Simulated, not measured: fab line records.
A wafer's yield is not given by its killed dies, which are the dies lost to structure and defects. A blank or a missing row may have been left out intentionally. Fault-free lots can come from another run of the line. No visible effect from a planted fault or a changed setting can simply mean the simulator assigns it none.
A struck lot beside a sound one    flow n5_finfet    34 out of 1938 route steps
Sound: the wafers L142.2, L142.5, L142.6. Struck: wafer L148.1; the same lot's L148.3 was not struck, so it is left out; see the end for the cause.
Order at every step that has rows: each side's tool, ch and its chambers, its first start. Under that, the readings that differ: sound wafers    struck wafers    difference of the means    sigmas: that difference in standard deviations of wafers without a fault.
alike: readings whose means differ by less than 2 such deviations, and words and numbers that are the same on both sides. not compared: withheld readings, readings that some wafer has no value for, bounds like >300 that may hide the same value, and numbers for which the record gives no deviation and whose values overlap.
The two part at a step that has a row with sigmas, a row that says differs or no value, or rows on one side only. When numbers do not overlap yet have no deviation, they are printed without sigmas and do not part them. A reading that every wafer of one side lacks parts them only if that side has two wafers or more.

first, 10 steps without rows for these wafers: N5_BEOL_M8_TRENCH_ETCH_37 (etches SiCOH lowk in C4F6/O2, target depth 93.478 nm, time 31.2 s); N5_BEOL_M8_ETCH_41 (etches SiCN in CH3F/O2, target depth 31.9 nm, time 57.8 s); N5_BEOL_M8_STRIP_80 (strips in N2/H2, time 10 s); N5_BEOL_M8_HM_STRIP_39 (strips TiN in peroxide tin strip, target depth 25 nm, time 158 s); N5_BEOL_M8_SRD_40 (time 30 s); N5_BEOL_M8_PRECLEAN_42 (cleans in residue remover, time 60 s); N5_BEOL_M8_SRD_43 (time 30 s); N5_BEOL_M8_CURE_75 (cures SiCOH lowk, time 120 s); N5_BEOL_M8_DEGAS_44 (time 60 s); N5_BEOL_M8_PRE_CLEAN_45 (time 30 s).
N5_BEOL_M8_ALD_77: deposits TaN, target thk 2 nm, pulse time 2 s, purge time 3 s.
  sound on ald_metal-04 ch 0,1, day 12 12:37; struck on ald_metal-04 ch 3, day 14 10:21
reading                                  sound     struck  difference  sigmas
ald_cycles                               40 40 40  74      +34         
model.TaN_of_BEOL_M8_ALD_77.thk_nm (nm)  2 2 2     3.6     +1.6        
  alike: heater_power_w
then, 22 steps without rows for these wafers: N5_BEOL_M8_SURFACE_TREAT_79; N5_BEOL_M8_CVD_78 (deposits Co from CCTBA/H2, target thk 2 nm, time 142.3 s); N5_BEOL_M8_SPUTTER_48 (material Cu, target thk 10 nm, time 1.667 s); N5_BEOL_M8_ECD_50 (material Cu, target thk 300 nm); N5_BEOL_M8_ANNEAL_51 (time 90 s); N5_BEOL_M8_CMP_52 (polishes, stops on SiCOH lowk, t overpolish 6.9 s, target thk 80 nm); N5_BEOL_M8_PRE_CLEAN_55 (time 15 s); N5_BEOL_M8_DEP_56 (deposits SiCN from 3MS/NH3, target thk 10 nm, time 17.5 s); N5_BEOL_M9_ILD_DEP_00 (deposits SiCOH lowk from DEMS/porogen, target thk 308.51 nm, time 58 s); N5_BEOL_M9_CURE_71 (cures SiCOH lowk, time 240 s); N5_BEOL_M9_PECVD_70 (deposits SiO2 from TEOS/O2, target thk 20 nm, time 22.7 s); N5_BEOL_M9_HM_DEP_02 (deposits TiN, target thk 20 nm); N5_BEOL_M9_COAT_59 (time 60 s, resist thk 100 nm); N5_BEOL_M9_COAT_60 (time 60 s, resist thk 30 nm); N5_BEOL_M9_COAT_05 (resist thk 90 nm); N5_BEOL_M9_EBR_07; N5_BEOL_M9_SOFTBAKE_06 (time 60 s); N5_BEOL_M9_EXPOSE_08 (exposes mask M9); N5_BEOL_M9_PEB_09 (peb time 60 s); N5_BEOL_M9_DEVELOP_10 (develop time 30 s); N5_BEOL_M9_DESCUM_16 (chemistry O2, time 7.9 s); N5_BEOL_M9_ETCH_61 (etches SiARC in CF4, target depth 39 nm, time 65 s).
-- a jump in the record: the struck wafers' starts before and after are 2 days apart (it breaks off in module BEOL_M9 and resumes in module BEOL_M15, where the first step shown is number 1830 of the route) --
N5_BEOL_M15_RC_MEAS_101:
  sound on prober-01 ch 0, day 14 20:34; struck on prober-01 ch 0, day 16 18:01
reading                     sound                    struck   difference  sigmas
etest_temp_c (C)            24.84 24.87 24.87        25.11    +0.25       +2
COMB_M11 (S/m)              1.3e-11 1.9e-11 1.7e-11  2.4e-11  +7.7e-12    +2
SERP_M14 (ohm/um)           0.151 0.153 0.162        0.164    +0.009      +2
SERP_M14_max_site (ohm/um)  0.155 0.154 0.164        0.167    +0.009      +2
SERP_M8 (ohm/um)            13.8 14.0 13.4           17.3     +3.6        +6
SERP_M8_max_site (ohm/um)   14.4 14.4 13.7           17.8     +3.6        +6
  alike: COMB_M10, COMB_M12, COMB_M13, COMB_M14, COMB_M15, COMB_M5, COMB_M6, COMB_M7, COMB_M8, COMB_M9, SERP_M10, SERP_M11, SERP_M12, SERP_M13, SERP_M5, SERP_M5_max_site, SERP_M6, SERP_M6_max_site, SERP_M7, SERP_M9

WHERE THEY PART
Only at N5_BEOL_M15_RC_MEAS_101, as far as this record shows.

WHY: what had been put in by the simulator
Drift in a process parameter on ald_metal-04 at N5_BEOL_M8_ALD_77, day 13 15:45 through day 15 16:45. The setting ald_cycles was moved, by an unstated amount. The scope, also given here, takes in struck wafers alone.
